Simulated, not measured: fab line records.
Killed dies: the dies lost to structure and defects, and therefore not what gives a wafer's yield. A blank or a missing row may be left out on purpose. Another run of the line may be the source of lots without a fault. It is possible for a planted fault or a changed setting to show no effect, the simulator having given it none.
Matching of chambers	flow n5Finfet	rieDiel-03 running N5_BEOL_M2_STRIP_19: 4 sister chambers
The step strips in O2. 4 wafers are shown with their chamber, then 9 later ones without.

## EACH WAFER AND ITS CHAMBER
wafer	chamber	showerheadPlenumPTorr (Torr)
L083.3	3	2.19
L088.1	1	2.13
L088.2	2	1.92
L088.3	0	2.07

## WAFERS MISSING THEIR CHAMBER
wafer	showerheadPlenumPTorr (Torr)
L088.4	2.19
L088.5	2.19
L088.6	2.07
L090.1	2.07
L090.2	2.13
L090.5	2.19
L095.2	2.13
L095.3	2.18
L095.5	2.18

## CHAMBER TAKEN BY EACH
wafer	from the rows above	in truth
L088.4	3	3
L088.5	3	3
L088.6	0	0
L090.1	0	0
L090.2	1	1
L090.5	3	3
L095.2	1	1
L095.3	3	3
L095.5	3	3
9 of 9 placed correctly. From these rows, 0 cannot be placed. Placed wrongly: 0.
How it was worked out, from the rows above alone: a wafer's distance from a chamber is the root of the sum, over the readings, of the square of ((its reading less the chamber's mean) divided by the reading's scatter). The wafer belongs to the nearest chamber; if the next one is less than 2 further off, it can't be placed. A chamber's mean is the mean of its shown wafers. The scatter (one wafer shown for each chamber): square how far every hidden wafer sits from the nearest shown wafer, average those squares and take the square root.
